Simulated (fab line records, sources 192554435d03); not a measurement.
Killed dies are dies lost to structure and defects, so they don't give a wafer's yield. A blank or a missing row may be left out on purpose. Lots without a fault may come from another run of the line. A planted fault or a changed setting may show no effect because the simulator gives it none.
fab line records | flow n5_finfet
record lots=10 wafers=28 last_day=18
route steps=1938 shown BEOL_M12@1636 BEOL_M13@1662 PASSIVATION@1936
lots that met no fault: from a run of the same line without faults
start_h: hours from the record's first day to the start of the lot's first wafer shown | wait_h: hours since the lot's step before | " the same as in the row above | L1.1+2: a row that stands for several wafers | - no value, or no start given | * or withheld: withheld | < > ~ a bound
route shown NAME@n: a module of which the file shows steps, and the number in the route of the first | usual: mean/standard deviation of fault-free wafers | same: alike in all rows | chamber/n: place in a boat | sites: the reading at each site | _std_site: their standard deviation | _edge_site: outer sites' mean less inner sites' | radius_mm: how far each site lies from the wafer's centre | mask NAME#n: copy n | behind: the tool/chamber that last shaped the wafer | hold: why the lot was held/for how many hours/how that ended | device: the transistor (n, p or np) that didn't switch | end of line: the same wafers' tests at the end of the route | a step without rows: its recipe alone | killed: dies lost to structure and defects at the first sort, not the wafer's yield | map: a wafer's dies, x killed, . not, _ none there
set.NAME: the setting as run; set.NAME@STEP: as run at that earlier step | model.NAME: the simulator's own value behind a step, which no gauge read
steps of the route over a sample of lots; a table a step, a row a wafer
services: from which hour (start_h, from the record's first day; less than 0 if before it) a tool's chamber was out of use, for how many hours, and why
## steps
# step N5_BEOL_M12_ETCH_67
# recipe chemistry=CF4 target=SiARC target_depth_a=1430 time_s=238.3 ion_energy_ev=80 pressure_mtorr=40 source_w=545 bias_w=36 Ar_flow_sccm=100 cf4_flow_sccm=100 ends=cleared
# usual drypump_motor_current_A=5.7/0.44 etch_rf_on_time_s=237/5.6 oes_product_au=0.70/0.063 rf_fwd_power_W=543.2/1.7 rf_vpp_V=183.9/1.3 showerhead_plenum_p_Torr=2.12/0.067 throttle_valve_pct=15.53/0.2
# columns lot.wafer tool chamber start_h wait_h drypump_motor_current_A etch_rf_on_time_s oes_product_au rf_fwd_power_W rf_hours_counter_h rf_vpp_V showerhead_plenum_p_Torr throttle_valve_pct
L219.1 rie_diel-06 3 277.39 0.0 6.0 232 0.83 542.3 6 182.9 2.10 15.51
L219.3 " 0 " " 5.7 238 0.65 544.9 152 182.9 2.06 15.43
L217.1 rie_diel-01 0 285.48 0.0 4.8 228 0.80 541.1 10 183.5 2.12 15.71
L217.3 " 3 " " 6.1 236 0.68 541.5 113 182.8 2.07 15.24
L217.6 " 3 " " 6.1 234 0.68 542.7 - 184.1 2.07 15.23
L220.4 rie_diel-03 0 287.41 0.0 5.2 239 0.59 543.8 223 181.7 2.03 15.63
L220.5 " 0 " " 5.2 240 0.59 542.9 - 181.1 2.03 15.63
L225.2 rie_diel-01 0 322.87 0.0 4.9 228 0.79 541.8 21 184.1 2.12 15.72
L225.3 " 1 " " 6.3 242 0.73 544.3 49 182.1 2.08 15.39
L225.5 " 0 " " 4.8 227 0.78 544.9 - 182.8 2.12 15.73
L229.1 rie_diel-06 3 345.19 0.0 5.9 233 0.76 545.4 34 184.1 2.10 15.56
L229.3 " 1 " " 5.8 233 0.77 545.5 19 184.0 2.10 15.48
L229.5 " 2 " " 4.9 231 0.71 540.7 - 184.6 2.14 15.76
L228.1 rie_diel-06 1 345.78 0.0 5.8 233 0.77 545.0 20 184.1 2.10 15.48
L228.2 " 0 " " 5.7 237 0.63 543.0 179 183.2 2.05 15.48
L228.3 " 2 " " 4.9 233 0.71 543.6 105 184.4 2.14 15.76
L227.3 rie_diel-01 0 346.45 0.0 4.8 228 0.76 543.0 30 184.0 2.11 15.75
L227.4 " 3 " " 6.1 235 0.67 541.5 134 184.2 2.06 15.28
L227.5 " 2 " " 5.8 247 0.68 542.7 - 182.9 2.08 15.66
L232.2 rie_diel-01 0 365.10 0.0 4.8 231 0.75 542.7 37 183.8 2.11 15.77
L232.4 " 3 " " 6.1 238 0.65 542.3 140 182.8 2.06 15.28
L232.6 " 2 " " 5.8 250 0.67 542.3 - 183.0 2.08 15.69
L235.4 rie_diel-03 2 384.45 0.0 5.8 244 0.72 544.5 58 185.3 2.26 15.59
L235.5 " 0 " " 5.2 240 0.83 542.3 - 186.2 2.27 15.19
L235.6 " 1 " " 5.9 235 0.70 543.3 - 184.7 2.15 15.25
L236.1 rie_diel-06 3 393.93 0.0 6.0 233 0.73 542.5 52 184.1 2.09 15.60
L236.3 " 2 " " 4.9 234 0.69 544.3 123 184.5 2.13 15.79
L236.5 " 3 " " 5.9 234 0.73 545.5 - 183.2 2.09 15.61
# step N5_BEOL_M12_SPUTTER_44
# recipe material=Ta target_thk_a=100 temp_c=50 bias_v=80 power_w=15000 chamber_pressure_pa=0.07 time_s=16.13
# usual throttle_valve_pct=30.1/1.2
# columns lot.wafer tool chamber start_h wait_h throttle_valve_pct
L219.1 pvd_sputter-03 - 280.00 0.0 27.3
L219.3 " - " " 33.6
L217.1 pvd_sputter-01 - 293.65 0.0 30.9
L217.3 " - " " 29.7
L217.6 " - " " 31.1
L220.4 pvd_sputter-02 - 296.77 0.0 31.3
L220.5 " - " " 31.0
L225.2 pvd_sputter-03 - 326.48 0.0 27.3
L225.3 " - " " 29.2
L225.5 " - " " 27.6
L229.1 pvd_sputter-01 - 347.92 0.0 30.5
L229.3 " - " " 31.3
L229.5 " - " " 29.4
L228.1 pvd_sputter-02 - 349.20 0.0 31.3
L228.2 " - " " 29.8
L228.3 " - " " 29.9
L227.3 pvd_sputter-01 - 350.66 0.0 31.1
L227.4 " - " " 30.5
L227.5 " - " " 31.0
L232.2 pvd_sputter-02 - 370.78 0.0 29.8
L232.4 " - " " 30.8
L232.6 " - " " 30.5
L235.4 pvd_sputter-02 - 388.97 0.0 29.8
L235.5 " - " " 29.4
L235.6 " - " " 29.8
L236.1 pvd_sputter-01 - 396.20 0.0 28.9
L236.3 " - " " 29.7
L236.5 " - " " 30.6
# step N5_BEOL_M12_SPUTTER_45
# recipe material=Cu target_thk_a=800 temp_c=-20 bias_v=60 power_w=26000 chamber_pressure_pa=0.13 time_s=13.33
# usual throttle_valve_pct=30.1/1.2
# columns lot.wafer tool chamber start_h wait_h throttle_valve_pct
L219.1 pvd_sputter-03 - 280.08 0.0 27.4
L219.3 " - " " 33.5
L217.1 pvd_sputter-01 - 293.73 0.0 30.6
L217.3 " - " " 29.8
L217.6 " - " " 31.3
L220.4 pvd_sputter-02 - 296.85 0.0 30.9
L220.5 " - " " 30.9
L225.2 pvd_sputter-03 - 326.56 0.0 27.4
L225.3 " - " " 29.7
L225.5 " - " " 27.3
L229.1 pvd_sputter-01 - 348.00 0.0 30.7
L229.3 " - " " 31.1
L229.5 " - " " 29.5
L228.1 pvd_sputter-02 - 349.28 0.0 31.2
L228.2 " - " " 29.7
L228.3 " - " " 30.0
L227.3 pvd_sputter-01 - 350.74 0.0 31.0
L227.4 " - " " 30.6
L227.5 " - " " 31.0
L232.2 pvd_sputter-02 - 370.86 0.0 29.2
L232.4 " - " " 30.9
L232.6 " - " " 30.6
L235.4 pvd_sputter-02 - 389.05 0.0 30.1
L235.5 " - " " 29.6
L235.6 " - " " 29.6
L236.1 pvd_sputter-01 - 396.28 0.0 28.8
L236.3 " - " " 29.7
L236.5 " - " " 30.6
# step N5_BEOL_M13_COAT_04
# recipe spin_rpm=1625 resist_thk_nm=400
# usual dispense_pressure_kPa=46/3.1 spin_speed_rpm=1625.1/1
# columns lot.wafer tool chamber start_h wait_h dispense_pressure_kPa spin_speed_rpm
L219.1 litho_track-03 0 281.92 - 41 1624.2
L219.3 " 0 " " 41 1624.6
L217.1 litho_track-05 0 294.97 - 47 1625.3
L217.3 " 0 " " 47 1625.4
L217.6 " 0 " " 47 1624.6
L220.4 litho_track-05 0 298.44 - 47 1624.6
L220.5 " 0 " " 47 1625.3
L225.2 litho_track-02 0 327.96 - 49 1625.9
L225.3 " 0 " " 49 1623.4
L225.5 " 0 " " 49 1622.3
L229.1 litho_track-02 0 349.23 - 49 1505.7
L229.3 " 0 " " 49 1503.0
L229.5 " 0 " " 49 1505.4
L228.1 litho_track-02 0 350.51 - 49 1504.0
L228.2 " 0 " " 49 1501.9
L228.3 " 0 " " 49 1504.8
L227.3 litho_track-05 0 352.03 - 47 1626.2
L227.4 " 0 " " 47 1625.1
L227.5 " 0 " " 47 1624.8
L232.2 litho_track-03 0 372.11 - 41 1625.3
L232.4 " 0 " " 41 1624.1
L232.6 " 0 " " 41 1624.8
L235.4 litho_track-05 0 390.36 - 47 1625.1
L235.5 " 0 " " 47 1626.5
L235.6 " 0 " " 47 1624.7
L236.1 litho_track-05 0 397.61 - 47 1624.9
L236.3 " 0 " " 47 1624.8
L236.5 " 0 " " 47 1624.4
# step N5_BEOL_M13_STRIP_63
# recipe chemistry=N2/H2 power_w=1000 temp_c=250 h2_frac=0.65 overash_fraction=0.3 pressure_mtorr=1000 n2_flow_sccm=1750 h2_flow_sccm=3250
# usual drypump_motor_current_A=5.6/0.53 h2_flow_sccm=3249/11 heater_power_w=337/10 oes_product_au=0.674/0.0046 strip_time_to_endpoint_s=28.0/1.1
# columns lot.wafer tool chamber start_h wait_h drypump_motor_current_A h2_flow_sccm heater_power_w oes_product_au rf_hours_counter_h strip_time_to_endpoint_s
L219.1 plasma_asher-01 1 283.00 - 4.8 3248 324 0.681 127 26.9
L219.3 " 0 " " 5.7 3261 343 0.671 - 28.1
L217.1 plasma_asher-01 0 295.90 - 5.7 3254 332 0.678 129 29.0
L217.3 " 0 " " 5.7 3251 342 0.675 - 29.0
L217.6 " 1 " " 4.7 3270 331 0.662 - 27.7
L220.4 plasma_asher-01 1 300.04 - 4.8 3249 332 0.672 - 26.9
L220.5 " 1 " " 4.8 3239 328 0.680 - 28.9
L225.2 plasma_asher-02 1 328.81 - 5.8 3249 350 0.672 88 27.5
L225.3 " 0 " " 6.2 3251 333 0.671 - 27.9
L225.5 " 0 " " 6.2 3245 328 0.677 - 27.0
L229.1 plasma_asher-01 1 349.93 - 4.8 3240 323 0.683 140 33.1
L229.3 " 1 " " 4.8 3240 320 0.676 - 33.7
L229.5 " 1 " " 4.8 3248 332 0.679 - 32.6
L228.1 plasma_asher-01 1 351.32 - 4.7 3242 333 0.684 140 32.5
L228.2 " 0 " " 5.7 3258 353 0.691 140 33.7
L228.3 " 0 " " 5.7 3259 346 0.690 - 34.0
L227.3 plasma_asher-01 1 352.87 - 4.7 3257 322 0.679 - 29.6
L227.4 " 0 " " 5.7 3237 353 0.669 - 26.1
L227.5 " 0 " " 5.7 3242 345 0.666 - 25.8
L232.2 plasma_asher-02 0 373.01 - 6.2 3229 337 0.674 98 29.9
L232.4 " 1 " " 5.8 3257 351 0.675 - 28.0
L232.6 " 0 " " 6.2 3225 328 0.666 - 28.1
L235.4 plasma_asher-02 0 391.12 - 6.2 3267 332 0.671 - 27.2
L235.5 " 1 " " 5.8 3251 345 0.671 - 26.8
L235.6 " 0 " " 6.2 3246 339 0.670 - 26.6
L236.1 plasma_asher-02 1 398.70 - 5.8 3246 350 0.674 104 28.1
L236.3 " 1 " " 5.8 3229 341 0.676 - 28.7
L236.5 " 1 " " 5.8 3253 352 0.674 - 25.7
# step N5_PASSIVATION_PROBE_49
# usual defect_limited_yield=91.2/1.6 killed_at_M0_to_M3=35/11 killed_at_M4_up=14/5.4 killed_at_contacts=13/6 killed_at_front_end=38/11 killed_at_other=3.4/2.6 killed_dies=104/19 killed_open=68/13 killed_short=34/8.5 sort_bin_5_function=5.1/1 sort_bin_6_memory=3.3/0.72 sort_bin_8_speed=0.1/0.9 sort_n_pass=1075/22 sort_yield_pct=91.1/1.9
# same gross_dies=1180 killed_at_back_side=0 sort_bin_4_leakage[%]=0
# columns lot.wafer tool chamber start_h wait_h defect_limited_yield[%] killed_at_M0_to_M3 killed_at_M4_up killed_at_contacts killed_at_front_end killed_at_other killed_dies killed_open killed_short sort_bin_5_function[%] sort_bin_6_memory[%] sort_bin_8_speed[%] sort_n_pass sort_yield_pct[%]
L228.1 prober-01 - 393.05 0.0 90.9 33 12 24 37 1 107 64 31 4.7 3.1 0 1073 90.9
# killed by level:class
L228.1 MOL_CONTACT_COAG:geometric_particle:open=20 HKMG_FIN:area_etch=12 BEOL_M0_SAQP:geometric_particle:short=8 STI_FIN_REVEAL:geometric_particle:open=7 BEOL_M0_SAQP:geometric_particle:open=7 BEOL_M3:geometric_particle:open=6 BEOL_M4:geometric_particle:open=6 FIN_SAQP:geometric_particle:open=4
## services
# columns tool chamber start_h hours kind
litho_track-05 - 255.66 - consumable_replace:filter
litho_track-02 - 275.21 - consumable_replace:filter
rie_diel-06 1 282.21 - clean
rie_diel-06 1 282.21 - consumable_replace:focus_ring
rie_diel-06 1 282.21 13.8 scheduled_down
rie_diel-06 1 282.21 13.8 vent_cycle
plasma_asher-01 - 290.59 3.1 repair
rie_diel-01 2 306.55 1.8 repair
rie_diel-01 - 317.64 2.8 pm
litho_track-03 - 319.98 - consumable_replace:filter
pvd_sputter-01 - 352.83 2.6 repair
rie_diel-03 0 361.23 - clean
rie_diel-03 0 361.23 - consumable_replace:focus_ring
rie_diel-03 0 361.23 - consumable_replace:showerhead
rie_diel-03 0 361.23 14.1 scheduled_down
rie_diel-03 0 361.23 14.1 vent_cycle
plasma_asher-01 - 393.48 2.8 pm
## key
first_sign step=N5_BEOL_M13_COAT_04 reading=spin_speed_rpm direction=down sigmas=99+ usual=* struck=*
effect step=N5_BEOL_M13_STRIP_63 reading=strip_time_to_endpoint_s direction=up sigmas=4.6 usual=* struck=*
met_at N5_BEOL_M13_COAT_04
struck_lots L228,L229
baseline_loss step=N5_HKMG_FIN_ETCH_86 wafers=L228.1
not_acting_at N5_BEOL_M12_ETCH_67,N5_BEOL_M12_SPUTTER_44,N5_BEOL_M12_SPUTTER_45
onset_between 327.96 349.23
fault kind=process_parameter_drift tool=litho_track-02 chamber=- onset_h=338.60 steps=N5_BEOL_M13_COAT_04 channel=spin_rpm offset=* shape=step end_h=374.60 acts_in=* stated=*
# baseline_loss: these wafers lose ten dies or more at that step, a loss of the line's own and not of a fault; the sort's usual values leave them out
